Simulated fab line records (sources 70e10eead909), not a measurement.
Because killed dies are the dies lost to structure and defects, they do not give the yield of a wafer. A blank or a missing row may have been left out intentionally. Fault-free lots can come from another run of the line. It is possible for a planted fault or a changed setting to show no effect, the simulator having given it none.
Which tool did it? :: flow nandHarc :: 14 lots, 42 wafers sampled, at 5 steps of a route of 1159

## WHAT THE GAUGES READ, wafer by wafer
NHARC_A_CONTACT_OVL_MEAS_43.
lot: L574
measured: day 16 10:43
on: overlay-02
overlayXNm (nm): 0.5 1.6 1.8
overlayYNm (nm): 0.9 -0.3 -0.4

lot: L575
measured: day 16 20:47
on: overlay-01
overlayXNm (nm): -0.1 -0.6 -0.7
overlayYNm (nm): 0.0 -0.2 -0.5

lot: L576
measured: day 17 04:31
on: overlay-01
overlayXNm (nm): 1.0 0.4 0.7
overlayYNm (nm): 0.2 0.2 -1.2

lot: L577
measured: day 17 08:22
on: overlay-01
overlayXNm (nm): -1.4 -1.0 -1.6
overlayYNm (nm): 0.9 0.5 0.3

lot: L581
measured: day 17 16:40
on: overlay-02
overlayXNm (nm): -0.5 -0.8 -0.5
overlayYNm (nm): -1.7 -2.0 -1.8

lot: L579
measured: day 17 22:09
on: overlay-01
overlayXNm (nm): 0.9 0.0 -0.6
overlayYNm (nm): -1.6 -1.0 -1.0

lot: L584
measured: day 18 22:32
on: overlay-01
overlayXNm (nm): 0.5 0.5 0.7
overlayYNm (nm): 0.7 0.9 0.7

lot: L585
measured: day 19 11:18
on: overlay-02
overlayXNm (nm): 0.4 0.8 0.3
overlayYNm (nm): -0.8 -1.2 -0.8

lot: L587
measured: day 20 14:32
on: overlay-02
overlayXNm (nm): -0.2 -0.2 0.2
overlayYNm (nm): -0.2 -0.6 0.2

lot: L586
measured: day 20 16:16
on: overlay-02
overlayXNm (nm): -0.1 -0.7 -0.3
overlayYNm (nm): -1.3 -1.9 -1.3

lot: L588
measured: day 20 18:56
on: overlay-02
overlayXNm (nm): 1.3 1.4 1.0
overlayYNm (nm): -0.6 -0.4 -0.2

lot: L590
measured: day 21 10:30
on: overlay-01
overlayXNm (nm): -1.7 -1.5 -1.1
overlayYNm (nm): 1.4 2.0 1.4

lot: L596
measured: day 21 21:32
on: overlay-02
overlayXNm (nm): -0.5 -1.0 -0.5
overlayYNm (nm): -0.3 -0.1 0.0

lot: L597
measured: day 22 12:32
on: overlay-02
overlayXNm (nm): -0.6 -0.6 -1.1
overlayYNm (nm): -1.5 -1.2 -0.7

NHARC_END_SORT_01.
lot: L585
measured: day 22 22:02
on: prober-01
killedAtArray: 19 19 17
killedAtOther: 0 1 0
killedAtPeriphery: 6 4 3
killedDies: 25 24 20
killedOpen: 3 7 0
killedShort: 1 1 0

lot: L586
measured: day 24 01:56
on: prober-02
killedAtArray: 669 665 670
killedAtOther: 4 2 1
killedAtPeriphery: 4 10 6
killedDies: 677 677 677
killedOpen: 3 6 3
killedShort: 4 3 1

lot: L588
measured: day 24 01:56
on: prober-01
killedAtArray: 676 675 674
killedAtOther: 1 1 0
killedAtPeriphery: 0 1 3
killedDies: 677 677 677
killedOpen: 1 3 8
killedShort: 0 0 1

## WHICH TOOL RAN EACH LOT (tool, then ch and the chambers of the sampled wafers, then the start)
lot: L574
NHARC_A_CONTACT_ETCH_112: harCapEtch-01 ch 0,1, day 16 12:18
NHARC_A_CONTACT_ETCH_113: harCapEtch-01 ch 0,1, day 16 12:23
NHARC_A_CONTACT_ETCH_118: harCapEtch-01 ch 0,1, day 16 12:51

lot: L575
NHARC_A_CONTACT_ETCH_112: harCapEtch-02 ch 0,1, day 16 22:29
NHARC_A_CONTACT_ETCH_113: harCapEtch-02 ch 0,1, day 16 22:35
NHARC_A_CONTACT_ETCH_118: harCapEtch-02 ch 0,1, day 16 23:02

lot: L576
NHARC_A_CONTACT_ETCH_112: harCapEtch-03 ch 0,1, day 17 06:19
NHARC_A_CONTACT_ETCH_113: harCapEtch-03 ch 0,1, day 17 06:25
NHARC_A_CONTACT_ETCH_118: harCapEtch-03 ch 0,1, day 17 06:52

lot: L577
NHARC_A_CONTACT_ETCH_112: harCapEtch-02 ch 0,1, day 17 10:03
NHARC_A_CONTACT_ETCH_113: harCapEtch-02 ch 0,1, day 17 10:08
NHARC_A_CONTACT_ETCH_118: harCapEtch-02 ch 0,1, day 17 10:36

lot: L581
NHARC_A_CONTACT_ETCH_112: harCapEtch-03 ch 0,1, day 17 18:15
NHARC_A_CONTACT_ETCH_113: harCapEtch-03 ch 0,1, day 17 18:20
NHARC_A_CONTACT_ETCH_118: harCapEtch-03 ch 0,1, day 17 18:47

lot: L579
NHARC_A_CONTACT_ETCH_112: harCapEtch-01 ch 0,1, day 17 23:44
NHARC_A_CONTACT_ETCH_113: harCapEtch-01 ch 0,1, day 17 23:49
NHARC_A_CONTACT_ETCH_118: harCapEtch-01 ch 0,1, day 18 00:17

lot: L584
NHARC_A_CONTACT_ETCH_112: harCapEtch-01 ch 0,1, day 19 00:07
NHARC_A_CONTACT_ETCH_113: harCapEtch-01 ch 0,1, day 19 00:12
NHARC_A_CONTACT_ETCH_118: harCapEtch-01 ch 0,1, day 19 00:39

lot: L585
NHARC_A_CONTACT_ETCH_112: harCapEtch-03 ch 0,1, day 19 13:22
NHARC_A_CONTACT_ETCH_113: harCapEtch-03 ch 0,1, day 19 13:28
NHARC_A_CONTACT_ETCH_118: harCapEtch-03 ch 0,1, day 19 13:55

lot: L587
NHARC_A_CONTACT_ETCH_112: harCapEtch-01 ch 0,1, day 20 16:10
NHARC_A_CONTACT_ETCH_113: harCapEtch-01 ch 0,1, day 20 16:16
NHARC_A_CONTACT_ETCH_118: harCapEtch-01 ch 0,1, day 20 16:43

lot: L586
NHARC_A_CONTACT_ETCH_112: harCapEtch-03 ch 0,1, day 20 17:50
NHARC_A_CONTACT_ETCH_113: harCapEtch-03 ch 0,1, day 20 17:56
NHARC_A_CONTACT_ETCH_118: harCapEtch-03 ch 0,1, day 20 18:23

lot: L588
NHARC_A_CONTACT_ETCH_112: harCapEtch-02 ch 0,1, day 20 20:32
NHARC_A_CONTACT_ETCH_113: harCapEtch-02 ch 0,1, day 20 20:37
NHARC_A_CONTACT_ETCH_118: harCapEtch-02 ch 0,1, day 20 21:04

lot: L590
NHARC_A_CONTACT_ETCH_112: harCapEtch-03 ch 0,1, day 21 12:08
NHARC_A_CONTACT_ETCH_113: harCapEtch-03 ch 0,1, day 21 12:16
NHARC_A_CONTACT_ETCH_118: harCapEtch-03 ch 0,1, day 21 12:52

lot: L596
NHARC_A_CONTACT_ETCH_112: harCapEtch-01 ch 0,1, day 21 23:07
NHARC_A_CONTACT_ETCH_113: harCapEtch-01 ch 0,1, day 21 23:13
NHARC_A_CONTACT_ETCH_118: harCapEtch-01 ch 0,1, day 21 23:40

lot: L597
NHARC_A_CONTACT_ETCH_112: harCapEtch-03 ch 0,1, day 22 14:17
NHARC_A_CONTACT_ETCH_113: harCapEtch-03 ch 0,1, day 22 14:25
NHARC_A_CONTACT_ETCH_118: harCapEtch-03 ch 0,1, day 22 15:01
- NHARC_A_CONTACT_ETCH_112: etches the open film in C4F8/O2/Ar, time 94 s, target depth 922 nm.
- NHARC_A_CONTACT_ETCH_113: etches the open film in C4F8/O2/Ar, time 94 s, target depth 922 nm.
- NHARC_A_CONTACT_ETCH_118: etches the open film in C4F8/O2/Ar, time 94 s, target depth 922 nm.

## AS READ BY THE TOOLS THEMSELVES (means over the sampled wafers that have a number; for cases with no such wafer, the mark the record gives instead)
NHARC_A_CONTACT_ETCH_112.
lot: L574
tool: harCapEtch-01
chamberPressureMTorr (mTorr): 19.994
oesAirLineAu (a.u.): 0.985

lot: L575
tool: harCapEtch-02
chamberPressureMTorr (mTorr): 19.996
oesAirLineAu (a.u.): 1.016

lot: L576
tool: harCapEtch-03
chamberPressureMTorr (mTorr): 19.999
oesAirLineAu (a.u.): 0.994

lot: L577
tool: harCapEtch-02
chamberPressureMTorr (mTorr): 20.001
oesAirLineAu (a.u.): 0.986

lot: L581
tool: harCapEtch-03
chamberPressureMTorr (mTorr): 19.998
oesAirLineAu (a.u.): 1.007

lot: L579
tool: harCapEtch-01
chamberPressureMTorr (mTorr): 20.000
oesAirLineAu (a.u.): 1.001

lot: L584
tool: harCapEtch-01
chamberPressureMTorr (mTorr): 19.998
oesAirLineAu (a.u.): 1.001

lot: L585
tool: harCapEtch-03
chamberPressureMTorr (mTorr): 19.990
oesAirLineAu (a.u.): 0.996

lot: L587
tool: harCapEtch-01
chamberPressureMTorr (mTorr): 20.004
oesAirLineAu (a.u.): 1.001

lot: L586
tool: harCapEtch-03
chamberPressureMTorr (mTorr): -
oesAirLineAu (a.u.): -

lot: L588
tool: harCapEtch-02
chamberPressureMTorr (mTorr): -
oesAirLineAu (a.u.): -

lot: L590
tool: harCapEtch-03
chamberPressureMTorr (mTorr): 20.017
oesAirLineAu (a.u.): 1.000

lot: L596
tool: harCapEtch-01
chamberPressureMTorr (mTorr): 19.985
oesAirLineAu (a.u.): 1.019

lot: L597
tool: harCapEtch-03
chamberPressureMTorr (mTorr): 19.994
oesAirLineAu (a.u.): 0.993

NHARC_A_CONTACT_ETCH_113.
lot: L574
tool: harCapEtch-01
chamberPressureMTorr (mTorr): 20.014
oesAirLineAu (a.u.): 1.003

lot: L575
tool: harCapEtch-02
chamberPressureMTorr (mTorr): 19.999
oesAirLineAu (a.u.): 1.013

lot: L576
tool: harCapEtch-03
chamberPressureMTorr (mTorr): 20.015
oesAirLineAu (a.u.): 0.993

lot: L577
tool: harCapEtch-02
chamberPressureMTorr (mTorr): 19.990
oesAirLineAu (a.u.): 1.005

lot: L581
tool: harCapEtch-03
chamberPressureMTorr (mTorr): 20.000
oesAirLineAu (a.u.): 0.973

lot: L579
tool: harCapEtch-01
chamberPressureMTorr (mTorr): 19.992
oesAirLineAu (a.u.): 0.984

lot: L584
tool: harCapEtch-01
chamberPressureMTorr (mTorr): 20.013
oesAirLineAu (a.u.): 0.989

lot: L585
tool: harCapEtch-03
chamberPressureMTorr (mTorr): 19.998
oesAirLineAu (a.u.): 0.991

lot: L587
tool: harCapEtch-01
chamberPressureMTorr (mTorr): 19.993
oesAirLineAu (a.u.): 1.001

lot: L586
tool: harCapEtch-03
chamberPressureMTorr (mTorr): 20.012
oesAirLineAu (a.u.): 0.996

lot: L588
tool: harCapEtch-02
chamberPressureMTorr (mTorr): 20.004
oesAirLineAu (a.u.): 1.004

lot: L590
tool: harCapEtch-03
chamberPressureMTorr (mTorr): 20.007
oesAirLineAu (a.u.): 0.994

lot: L596
tool: harCapEtch-01
chamberPressureMTorr (mTorr): 19.998
oesAirLineAu (a.u.): 1.017

lot: L597
tool: harCapEtch-03
chamberPressureMTorr (mTorr): 19.994
oesAirLineAu (a.u.): 0.995

NHARC_A_CONTACT_ETCH_118.
lot: L574
tool: harCapEtch-01
chamberPressureMTorr (mTorr): 19.975
oesAirLineAu (a.u.): 1.003

lot: L575
tool: harCapEtch-02
chamberPressureMTorr (mTorr): 20.014
oesAirLineAu (a.u.): 1.006

lot: L576
tool: harCapEtch-03
chamberPressureMTorr (mTorr): 19.984
oesAirLineAu (a.u.): 1.015

lot: L577
tool: harCapEtch-02
chamberPressureMTorr (mTorr): 19.996
oesAirLineAu (a.u.): 1.024

lot: L581
tool: harCapEtch-03
chamberPressureMTorr (mTorr): 20.000
oesAirLineAu (a.u.): 0.994

lot: L579
tool: harCapEtch-01
chamberPressureMTorr (mTorr): 19.994
oesAirLineAu (a.u.): 0.992

lot: L584
tool: harCapEtch-01
chamberPressureMTorr (mTorr): 19.993
oesAirLineAu (a.u.): 1.007

lot: L585
tool: harCapEtch-03
chamberPressureMTorr (mTorr): 20.017
oesAirLineAu (a.u.): 0.985

lot: L587
tool: harCapEtch-01
chamberPressureMTorr (mTorr): 19.995
oesAirLineAu (a.u.): 0.985

lot: L586
tool: harCapEtch-03
chamberPressureMTorr (mTorr): 20.008
oesAirLineAu (a.u.): 1.012

lot: L588
tool: harCapEtch-02
chamberPressureMTorr (mTorr): 19.988
oesAirLineAu (a.u.): 0.994

lot: L590
tool: harCapEtch-03
chamberPressureMTorr (mTorr): 20.001
oesAirLineAu (a.u.): 0.991

lot: L596
tool: harCapEtch-01
chamberPressureMTorr (mTorr): 19.973
oesAirLineAu (a.u.): 1.010

lot: L597
tool: harCapEtch-03
chamberPressureMTorr (mTorr): 19.989
oesAirLineAu (a.u.): 1.016

## THE ANSWER, worked out from the rows above alone
Rule: usual is defined by the lots themselves. Put in order of their means at a reading, lots are off if they are a third of the lots or fewer, leave a main group of 4 or more, and stand apart from it by a gap of 3 or more times the standard deviation of the main group's means; of several such gaps the widest counts. The tables above print the reading to a certain number of digits; a main group whose means all agree to those digits is not used. Also off: a lot with no number at a reading for which 4 or more lots have one. Where the step has rows for the other lots, those lots are counted as sound. The gauges are gone through in route order, then the tools' own readings, and for those a lot's mean is taken as printed above. At the first step where some lot is off, the reading lying furthest off is the one used; lots without a number count as furthest.
Off: L586, L588, at NHARC_A_CONTACT_ETCH_112 (chamberPressureMTorr). Without a number there: L586, L588. Mean 19.998 mTorr and standard deviation 0.0075 in the main group.
If a tool, at that step or one of the process steps before it, ran each lot that is off and ran no sound lot following the first of them, it fits. No candidate that was tried fits.

## WHAT WAS PUT IN BY THE SIMULATOR
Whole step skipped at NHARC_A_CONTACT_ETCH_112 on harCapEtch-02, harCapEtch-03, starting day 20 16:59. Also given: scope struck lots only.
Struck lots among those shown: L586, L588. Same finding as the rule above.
